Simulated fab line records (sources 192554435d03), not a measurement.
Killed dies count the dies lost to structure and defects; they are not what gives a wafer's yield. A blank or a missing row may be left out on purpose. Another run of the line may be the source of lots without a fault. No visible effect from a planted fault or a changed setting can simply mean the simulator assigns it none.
What tool caused it?	flow n5_finfet	19 lots with 57 wafers sampled at 6 steps, on a route of 1938 steps

== WHAT THE GAUGES READ, wafer by wafer ==
The record lacks any reading of a measuring or inspecting step that a usual standard deviation could be used to judge.

== EACH LOT AND THE TOOL THAT RAN IT (in order: tool; ch and the chambers of the sampled wafers; start) ==
lot	N5_BEOL_M3_STRIP_66	N5_BEOL_M3_ETCH_69	N5_BEOL_M3_STRIP_36	N5_BEOL_M3_SPUTTER_88	N5_BEOL_M3_ANNEAL_93	N5_BEOL_M4_ETCH_64
L074	rie_diel-03 ch 0,2,3, day 7 12:43	rie_diel-03 ch 0,2,3, day 7 13:33	rie_diel-05 ch 0,1,2, day 7 16:27	pvd_sputter-01, day 7 20:23	pvd_sputter-01, day 7 20:55	rie_diel-06 ch 1,2, day 8 00:03
L075	rie_diel-03 ch 0,2, day 7 16:16	rie_diel-03 ch 0,3, day 7 17:19	rie_diel-02 ch 0,1,2, day 7 22:55	pvd_sputter-03, day 8 01:25	pvd_sputter-03, day 8 01:56	rie_diel-06 ch 2,3, day 8 04:56
L076	rie_diel-02 ch 0,1,2, day 8 03:26	rie_diel-05 ch 0,1, day 8 04:09	rie_diel-05 ch 1,2, day 8 10:00	pvd_sputter-02, day 8 13:59	pvd_sputter-02, day 8 14:30	rie_diel-01 ch 0,2, day 8 16:53
L077	rie_diel-03 ch 0,3, day 8 11:10	rie_diel-03 ch 0,2,3, day 8 11:53	rie_diel-03 ch 0,2,3, day 8 15:59	pvd_sputter-01, day 8 18:02	pvd_sputter-01, day 8 18:33	rie_diel-04 ch 1,2,3, day 8 23:59
L078	rie_diel-03 ch 0,2,3, day 8 16:47	rie_diel-05 ch 1,2,3, day 8 17:41	rie_diel-03 ch 0,2,3, day 8 19:44	pvd_sputter-03, day 8 22:02	pvd_sputter-03, day 8 22:34	rie_diel-06 ch 0,1, day 9 01:07
L079	rie_diel-03 ch 0,2,3, day 8 17:01	rie_diel-02 ch 0,2,3, day 8 17:45	rie_diel-05 ch 1,2,3, day 8 19:44	pvd_sputter-01, day 8 21:55	pvd_sputter-01, day 8 22:26	rie_diel-06 ch 0,1,2, day 9 00:53
L080	rie_diel-03 ch 1,2,3, day 9 00:24	rie_diel-03 ch 1,2,3, day 9 01:14	rie_diel-03 ch 0,2,3, day 9 23:56	pvd_sputter-03, day 10 01:56	pvd_sputter-03, day 10 02:28	rie_diel-06 ch 1,2,3, day 10 07:12
L081	rie_diel-03 ch 0,1,2, day 9 01:37	rie_diel-03 ch 1,2,3, day 9 02:35	rie_diel-03 ch 0,1,3, day 10 03:21	pvd_sputter-03, day 10 05:31	pvd_sputter-03, day 10 06:02	rie_diel-04 ch 0,1,3, day 10 08:23
L082	rie_diel-02 ch 0,2,3, day 9 06:59	rie_diel-02 ch 1,2, day 9 07:50	rie_diel-05 ch 1,3, day 10 18:08	pvd_sputter-01, day 10 21:35	pvd_sputter-01, day 10 22:07	rie_diel-06 ch 1,2,3, day 11 00:58
L084	rie_diel-03 ch 0,3, day 11 00:17	rie_diel-02 ch 1,2, day 11 01:20	rie_diel-05 ch 0,1, day 12 06:01	pvd_sputter-02, day 12 07:50	pvd_sputter-02, day 12 08:22	rie_diel-06 ch 0,3, day 12 12:54
L085	rie_diel-02 ch 2,3, day 11 05:52	rie_diel-02 ch 1,2,3, day 11 07:26	rie_diel-05 ch 0,2, day 12 08:41	pvd_sputter-02, day 12 12:35	pvd_sputter-02, day 12 13:06	rie_diel-04 ch 0,2,3, day 12 15:55
L086	rie_diel-05 ch 1,2, day 11 06:40	rie_diel-05 ch 1,3, day 11 07:28	rie_diel-02 ch 1,2, day 12 11:49	pvd_sputter-03, day 12 14:10	pvd_sputter-03, day 12 14:41	rie_diel-06 ch 1,2,3, day 12 19:01
L087	rie_diel-05 ch 0,2, day 11 10:48	rie_diel-02 ch 1,2,3, day 11 11:31	rie_diel-05 ch 0,1, day 12 18:25	pvd_sputter-01, day 12 21:11	pvd_sputter-01, day 12 21:42	rie_diel-04 ch 0,2, day 13 01:02
L090	rie_diel-03 ch 0,1,3, day 11 18:30	rie_diel-05 ch 0,1,3, day 11 19:20	rie_diel-05 ch 0,3, day 13 00:06	pvd_sputter-03, day 13 02:05	pvd_sputter-03, day 13 02:36	rie_diel-01 ch 1,2, day 13 06:41
L089	rie_diel-02 ch 1,2,3, day 11 18:32	rie_diel-05 ch 0,3, day 11 19:31	rie_diel-02 ch 2,3, day 12 14:48	pvd_sputter-02, day 12 17:07	pvd_sputter-02, day 12 17:38	rie_diel-04 ch 0,2,3, day 12 20:04
L092	rie_diel-05 ch 0,1, day 12 05:44	rie_diel-02 ch 0,3, day 12 06:45	rie_diel-03 ch 0,1,2, day 13 00:07	pvd_sputter-02, day 13 04:11	pvd_sputter-02, day 13 04:42	rie_diel-04 ch 0,1,3, day 13 07:55
L091	rie_diel-02 ch 1,2,3, day 12 13:25	rie_diel-03 ch 0,3, day 12 14:08	rie_diel-02 ch 2,3, day 13 03:12	pvd_sputter-02, day 13 06:06	pvd_sputter-02, day 13 06:37	rie_diel-01 ch 0,1,3, day 13 11:58
L093	rie_diel-05 ch 0,2, day 12 16:05	rie_diel-02 ch 1,2, day 12 16:49	rie_diel-03 ch 0,2, day 13 05:52	pvd_sputter-01, day 13 08:34	pvd_sputter-01, day 13 09:05	rie_diel-01 ch 0,2,3, day 13 12:44
L095	rie_diel-02 ch 1,3, day 12 20:17	rie_diel-02 ch 1,3, day 12 21:01	rie_diel-02 ch 1,2, day 13 07:10	pvd_sputter-02, day 13 11:11	pvd_sputter-02, day 13 11:42	rie_diel-06 ch 1,2, day 13 16:08
- N5_BEOL_M3_STRIP_66: strips in CF4.
- N5_BEOL_M3_ETCH_69: etches SiARC in CF4, target depth 15.6 nm, time 26 s.
- N5_BEOL_M3_STRIP_36: strips in N2/H2.
- N5_BEOL_M3_SPUTTER_88: material Cu, target thk 4.5 nm, time 8.29 s.
- N5_BEOL_M3_ANNEAL_93: time 240 s.
- N5_BEOL_M4_ETCH_64: etches SOC in N2/H2, target depth 75 nm, overetch 22.5 nm, time 121.9 s.

== AS READ BY THE TOOLS THEMSELVES (means over the sampled wafers that have a number; for cases with no such wafer, the mark the record gives instead) ==
N5_BEOL_M3_STRIP_66. Usual: drypump_motor_current_A 5.6 A, standard deviation 0.47; oes_product_au 0.77 a.u., standard deviation 0.093; rf_vpp_V 271.4 V, standard deviation 1.7; showerhead_plenum_p_Torr 1.81 Torr, standard deviation 0.054; throttle_valve_pct 13.52 %, standard deviation 0.24.
lot	tool	drypump_motor_current_A (A)	oes_product_au (a.u.)	rf_vpp_V (V)	showerhead_plenum_p_Torr (Torr)	throttle_valve_pct (%)	flag
L074	rie_diel-03	5.3	0.74	271.8	1.83	13.50	
L075	rie_diel-03	5.3	0.71	272.2	1.84	13.62	
L076	rie_diel-02	5.7	0.73	271.0	1.82	13.56	
L077	rie_diel-03	5.1	0.79	271.9	1.83	13.42	
L078	rie_diel-03	5.3	0.73	271.9	1.83	13.51	
L079	rie_diel-03	5.3	0.73	272.2	1.83	13.52	
L080	rie_diel-03	5.7	0.82	271.6	1.80	13.31	
L081	rie_diel-03	5.7	0.78	272.2	1.81	13.43	
L082	rie_diel-02	5.5	0.71	271.8	1.81	13.59	
L084	rie_diel-03	5.1	0.74	272.6	1.84	13.59	
L085	rie_diel-02	5.8	0.71	270.7	1.76	13.72	
L086	rie_diel-05	5.5	0.88	273.3	1.89	13.31	
L087	rie_diel-05	5.6	0.93	271.5	1.81	13.35	
L090	rie_diel-03	5.6	0.80	271.3	1.81	13.37	
L089	rie_diel-02	6.0	0.72	270.3	1.77	13.72	
L092	rie_diel-05	5.5	0.87	269.9	1.80	13.39	
L091	rie_diel-02	6.0	0.72	269.1	1.77	13.73	
L093	rie_diel-05	5.6	0.91	272.4	1.80	13.38	
L095	rie_diel-02	6.1	0.72	268.9	1.73	13.82	

N5_BEOL_M3_ETCH_69. Usual: drypump_motor_current_A is 5.6 A with standard deviation 0.45, etch_rf_on_time_s is 26.1 s with standard deviation 0.73, mfc_ar_sccm is 100.06 sccm with standard deviation 0.29, oes_product_au is 0.67 a.u. with standard deviation 0.09, rf_vpp_V is 184.2 V with standard deviation 1.2, showerhead_plenum_p_Torr is 2.16 Torr with standard deviation 0.07, and throttle_valve_pct is 15.52 % with standard deviation 0.22.
lot	tool	drypump_motor_current_A (A)	etch_rf_on_time_s (s)	mfc_ar_sccm (sccm)	oes_product_au (a.u.)	rf_vpp_V (V)	showerhead_plenum_p_Torr (Torr)	throttle_valve_pct (%)	flag
L074	rie_diel-03	5.3	26.0	100.07	0.64	184.1	2.19	15.50	
L075	rie_diel-03	5.2	25.8	100.13	0.69	184.7	2.19	15.45	
L076	rie_diel-05	5.6	25.8	100.07	0.65	183.8	2.16	15.71	
L077	rie_diel-03	5.3	25.8	100.08	0.64	183.9	2.19	15.53	
L078	rie_diel-05	5.3	25.9	100.16	0.64	183.9	2.17	15.59	
L079	rie_diel-02	5.5	26.7	100.20	0.61	184.0	2.15	15.56	
L080	rie_diel-03	5.7	26.5	99.94	0.70	185.3	2.16	15.35	
L081	rie_diel-03	5.7	25.9	99.85	0.70	184.3	2.16	15.35	
L082	rie_diel-02	5.9	26.7	99.62	0.63	184.7	2.16	15.56	
L084	rie_diel-02	5.9	26.5	100.11	0.62	184.2	2.15	15.58	
L085	rie_diel-02	6.0	26.8	100.34	0.62	183.6	2.10	15.71	
L086	rie_diel-05	5.2	25.5	100.26	0.68	185.3	2.24	15.49	
L087	rie_diel-02	6.0	26.9	100.08	0.61	183.3	2.10	15.70	
L090	rie_diel-05	5.3	25.6	100.12	0.70	185.0	2.18	15.52	
L089	rie_diel-05	5.3	26.0	99.84	0.72	183.9	2.12	15.52	
L092	rie_diel-02	5.7	26.5	100.08	0.68	183.3	2.10	15.54	
L091	rie_diel-03	5.2	26.0	100.30	0.66	184.8	2.18	15.54	
L093	rie_diel-02	6.2	27.0	100.33	0.61	182.9	2.11	15.72	
L095	rie_diel-02	6.3	26.7	99.71	0.62	183.3	2.06	15.83	

N5_BEOL_M3_STRIP_36. Usual: drypump_motor_current_A 5.6 A, standard deviation 0.42; h2_flow_sccm 200.0 sccm, standard deviation 0.59; oes_product_au 0.81 a.u., standard deviation 0.11; rf_vpp_V 59.3 V, standard deviation 1.5; showerhead_plenum_p_Torr 2.56 Torr, standard deviation 0.099; throttle_valve_pct 23.34 %, standard deviation 0.19.
lot	tool	drypump_motor_current_A (A)	h2_flow_sccm (sccm)	oes_product_au (a.u.)	rf_vpp_V (V)	showerhead_plenum_p_Torr (Torr)	throttle_valve_pct (%)	flag
L074	rie_diel-05	5.6	200.0	0.75	58.3	2.53	23.36	
L075	rie_diel-02	5.7	200.2	0.74	59.8	2.56	23.49	
L076	rie_diel-05	5.5	199.5	0.73	58.4	2.48	23.29	
L077	rie_diel-03	5.3	199.7	0.74	58.4	2.60	23.48	
L078	rie_diel-03	5.3	199.8	0.74	59.2	2.60	23.49	
L079	rie_diel-05	5.3	199.9	0.75	58.6	2.55	23.25	
L080	rie_diel-03	5.3	199.9	0.74	59.2	2.60	23.51	
L081	rie_diel-03	5.5	200.4	0.82	60.8	2.56	23.36	
L082	rie_diel-05	5.1	199.9	0.74	60.5	2.61	23.18	
L084	rie_diel-05	5.5	199.8	0.86	59.1	2.61	23.18	
L085	rie_diel-05	5.6	200.0	0.96	59.7	2.63	23.35	
L086	rie_diel-02	5.9	200.6	0.73	58.9	2.55	23.57	
L087	rie_diel-05	5.5	200.3	0.88	57.9	2.55	23.29	
L090	rie_diel-05	5.4	200.4	0.96	58.4	2.51	23.27	
L089	rie_diel-02	5.9	200.2	0.71	57.6	2.46	23.34	
L092	rie_diel-03	5.7	200.3	0.85	60.0	2.56	23.26	
L091	rie_diel-02	5.7	200.2	0.70	58.2	2.53	23.46	
L093	rie_diel-03	5.4	198.8	0.86	58.5	2.60	23.32	
L095	rie_diel-02	6.1	200.2	0.73	60.0	2.48	23.59	

N5_BEOL_M3_SPUTTER_88. Usual: chuck_gas_flow_sccm 1.26 sccm, standard deviation 0.054; substrate_temp_c -20.00 C, standard deviation 0.11; susceptor_temp_C -20.01 C, standard deviation 0.11; throttle_valve_pct 29.8 %, standard deviation 0.75.
lot	tool	chuck_gas_flow_sccm (sccm)	substrate_temp_c (C)	susceptor_temp_C (C)	throttle_valve_pct (%)	flag
L074	pvd_sputter-01	1.28	-19.96	-20.03	28.9	
L075	pvd_sputter-03	1.26	-20.04	-20.00	29.8	
L076	pvd_sputter-02	1.24	-19.96	-20.01	29.3	
L077	pvd_sputter-01	1.31	-19.97	-19.93	30.1	
L078	pvd_sputter-03	1.17	-20.13	-20.13	29.9	
L079	pvd_sputter-01	1.25	-19.99	-19.94	29.5	
L080	pvd_sputter-03	1.24	-20.06	-20.04	29.9	
L081	pvd_sputter-03	1.23	-19.92	-20.03	29.4	
L082	pvd_sputter-01	1.26	-19.89	-20.00	29.9	
L084	pvd_sputter-02	1.25	-19.99	-20.10	30.0	
L085	pvd_sputter-02	1.21	-19.98	-19.98	29.7	
L086	pvd_sputter-03	1.27	-20.16	-19.96	29.5	
L087	pvd_sputter-01	1.25	-19.96	-20.00	29.4	
L090	pvd_sputter-03	1.26	-19.96	-19.86	29.7	
L089	pvd_sputter-02	1.28	-20.00	-20.06	29.7	
L092	pvd_sputter-02	1.25	-19.97	-20.06	29.6	
L091	pvd_sputter-02	1.27	-20.08	-20.01	29.7	
L093	pvd_sputter-01	1.30	-20.01	-20.03	29.8	
L095	pvd_sputter-02	1.27	-20.01	-20.01	29.2	

N5_BEOL_M3_ANNEAL_93. Usual: heater_power_w 841 W, standard deviation 77; susceptor_temp_C 399.98 C, standard deviation 0.22.
lot	tool	heater_power_w (W)	susceptor_temp_C (C)	flag
L074	pvd_sputter-01	802	400.21	
L075	pvd_sputter-03	783	400.16	
L076	pvd_sputter-02	899	399.71	
L077	pvd_sputter-01	824	400.08	
L078	pvd_sputter-03	784	400.10	
L079	pvd_sputter-01	812	399.99	
L080	pvd_sputter-03	785	399.84	
L081	pvd_sputter-03	873	399.95	
L082	pvd_sputter-01	825	400.08	
L084	pvd_sputter-02	872	399.95	
L085	pvd_sputter-02	893	399.94	
L086	pvd_sputter-03	860	399.89	
L087	pvd_sputter-01	810	399.90	
L090	pvd_sputter-03	853	400.04	
L089	pvd_sputter-02	845	400.06	
L092	pvd_sputter-02	879	400.14	
L091	pvd_sputter-02	845	399.97	
L093	pvd_sputter-01	788	400.10	
L095	pvd_sputter-02	910	400.04	

N5_BEOL_M4_ETCH_64. Usual: drypump_motor_current_A 5.6 A, standard deviation 0.37; h2_flow_sccm 200.1 sccm, standard deviation 0.62; oes_product_au 0.60 a.u., standard deviation 0.062; rf_vpp_V 524.9 V, standard deviation 2.1; showerhead_plenum_p_Torr 2.57 Torr, standard deviation 0.072; throttle_valve_pct 17.6 %, standard deviation 0.33.
lot	tool	drypump_motor_current_A (A)	h2_flow_sccm (sccm)	oes_product_au (a.u.)	rf_vpp_V (V)	showerhead_plenum_p_Torr (Torr)	throttle_valve_pct (%)	flag
L074	rie_diel-06	5.6	199.9	0.59	525.6	2.58	17.8	
L075	rie_diel-06	5.4	201.1	0.52	523.2	2.55	17.8	
L076	rie_diel-01	5.9	199.9	0.66	528.2	2.70	17.4	
L077	rie_diel-04	5.9	199.9	0.59	525.2	2.57	17.7	
L078	rie_diel-06	5.4	200.2	0.66	526.0	2.57	17.5	
L079	rie_diel-06	5.5	200.1	0.61	524.8	2.58	17.5	
L080	rie_diel-06	5.4	199.8	0.63	523.9	2.52	17.6	
L081	rie_diel-04	5.9	200.3	0.63	525.9	2.60	17.6	
L082	rie_diel-06	5.3	200.6	0.62	523.7	2.52	17.6	
L084	rie_diel-06	5.0	199.6	0.57	522.1	2.45	17.5	
L085	rie_diel-04	5.9	200.5	0.61	524.4	2.55	17.5	
L086	rie_diel-06	5.3	199.7	0.60	523.6	2.51	17.7	
L087	rie_diel-04	6.0	200.8	0.58	523.1	2.52	17.8	
L090	rie_diel-01	5.5	199.9	0.56	526.5	2.62	17.9	
L089	rie_diel-04	5.8	199.9	0.61	525.2	2.55	17.5	
L092	rie_diel-04	6.0	199.5	0.61	525.8	2.59	17.6	
L091	rie_diel-01	5.5	199.9	0.60	526.6	2.61	17.6	
L093	rie_diel-01	5.7	199.4	0.62	526.8	2.64	17.5	
L095	rie_diel-06	5.6	200.0	0.64	525.1	2.58	17.6	

== THE ANSWER, worked out from the rows above alone ==
Rule: take the mean of a lot's wafers that have a number; if it is more than 3 standard deviations from the usual mean, the lot is off. A lot without any number at a reading at which 4 lots or more have one is off too. The other lots that the step has rows for count as sound. First the gauges in route order, then the tools' own readings, where a lot's mean is used as printed above. At the first step where some lot is off, the reading lying furthest off is the one used; lots without a number count as furthest.
None of the lots is off at any reading shown; this tells nothing.

== WHAT THE SIMULATOR PUT IN ==
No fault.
